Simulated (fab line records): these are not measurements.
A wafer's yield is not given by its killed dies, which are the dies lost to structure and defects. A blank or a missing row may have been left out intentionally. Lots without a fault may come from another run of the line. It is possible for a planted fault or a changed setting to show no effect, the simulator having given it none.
Comparing a struck lot with a sound one / flow n5 finfet / 15 steps out of a route of 1938
Sound: these wafers, L703.2, L703.5, L703.6. The struck wafers were L692.2, L692.4, L692.5. The cause comes at the end.
For every step that has rows: the tool of each side, followed by ch and its chambers, followed by its first start. Under that, the readings that differ: sound wafers / struck wafers / difference of the means / sigmas: that difference in standard deviations of wafers without a fault.
alike: readings with means less than 2 such deviations apart, plus words and numbers identical on both sides. not compared: withheld readings, readings lacking a value on some wafer, bounds such as >300 that could conceal the same value, and numbers that have no deviation in the record and whose values overlap.
A row with sigmas, a row that says differs or no value, or rows on one side alone: a step with any of these is where the two part. Numbers that have no deviation but don't overlap get no sigmas and don't part them. A reading missing from all wafers of one side parts the sides only when that side holds two or more wafers.

first, 8 steps without rows for these wafers: N5_BEOL_M0_SAQP_COAT_72 (time 60 s, resist thk 15 nm); N5_BEOL_M0_SAQP_COAT_87 (time 60 s, resist thk 5 nm); N5_BEOL_M0_SAQP_COAT_34 (resist thk 30 nm); N5_BEOL_M0_SAQP_EBR_36; N5_BEOL_M0_SAQP_SOFTBAKE_35 (time 60 s); N5_BEOL_M0_SAQP_EXPOSE_37 (exposes mask M0 CUT1, target cd 30 nm); N5_BEOL_M0_SAQP_PEB_38 (peb time 60 s); N5_BEOL_M0_SAQP_DEVELOP_39 (develop time 30 s).
N5_BEOL_M0_SAQP_CD_MEAS_40: target cd 30 nm.
  sound on cd sem-02 ch 0, day 10 12:53; struck on cd sem-01 ch 0, day 7 22:41
  alike: cd nm
N5_BEOL_M0_SAQP_OVL_MEAS_41:
  sound on overlay-02 ch 0, day 10 12:56; struck on overlay-02 ch 0, day 7 22:43
  alike: M0_CUT1_OVL
N5_BEOL_M0_SAQP_INSPECT_42: inspects for defects (brightfield).
  sound on defect inspect-01 at day 10 12:59; struck on defect inspect-01 at day 7 22:47
reading=raw defect count; sound=155 184 174; struck=250 479 543; difference=+253; sigmas=+3
N5_BEOL_M0_SAQP_DESCUM_45: chemistry O2, time 7 s.
  sound on rie diel-05 ch 1,2, day 10 13:01; struck on rie diel-04 ch 2,3, day 7 22:59
  alike: drypump motor current A, o2 flow sccm, oes product au, rf fwd power W, rf vpp V, showerhead plenum p Torr, throttle valve pct
  not compared: rf hours counter h
N5_BEOL_M0_SAQP_ETCH_88: etches underlayer in N2/H2, target depth 6.5 nm, time 5.2 s.
  sound on rie diel-05 ch 1,2, day 10 13:03; struck on rie diel-04 ch 2,3, day 7 23:01
  no value came back on the struck wafers for any of 9 readings (bias w (W), chamber pressure mTorr (mTorr) and others); on the sound wafers bias w (W) reads 149.3 150.5 150.5
  not compared: rf hours counter h
N5_BEOL_M0_SAQP_ETCH_73: etches SiARC in CF4, target depth 19.5 nm, time 32.5 s.
  sound on rie diel-05 ch 1,2, day 10 13:04; struck on rie diel-04 ch 2,3, day 7 23:02
  alike: bias w, cf4 flow sccm, drypump motor current A, etch rf on time s, oes product au, rf fwd power W, rf vpp V, showerhead plenum p Torr, throttle valve pct
  not compared: rf hours counter h
-- record jumps: 3 days separate the struck wafers' starts on either side; left off in module BEOL_M0_SAQP, taken up again in module BEOL_M4, whose first shown step is the route's number 1111 --
N5_BEOL_M4_RC_MEAS_101:
  sound on prober-02 ch 0, day 13 05:23; struck on prober-02 ch 0, day 10 15:51
  alike: DIBL_N, DIBL_P, IOFF_N, IOFF_P, ION_N, ION_P, SS_N, SS_P, VT_N, VT_P

## WHERE THEY PART
At N5_BEOL_M0_SAQP_INSPECT_42 first; at N5_BEOL_M0_SAQP_ETCH_88 last (within this record only). Later steps at which nothing parts them and some readings are alike: N5_BEOL_M0_SAQP_ETCH_73, N5_BEOL_M4_RC_MEAS_101.

WHY: whatever the simulator had introduced
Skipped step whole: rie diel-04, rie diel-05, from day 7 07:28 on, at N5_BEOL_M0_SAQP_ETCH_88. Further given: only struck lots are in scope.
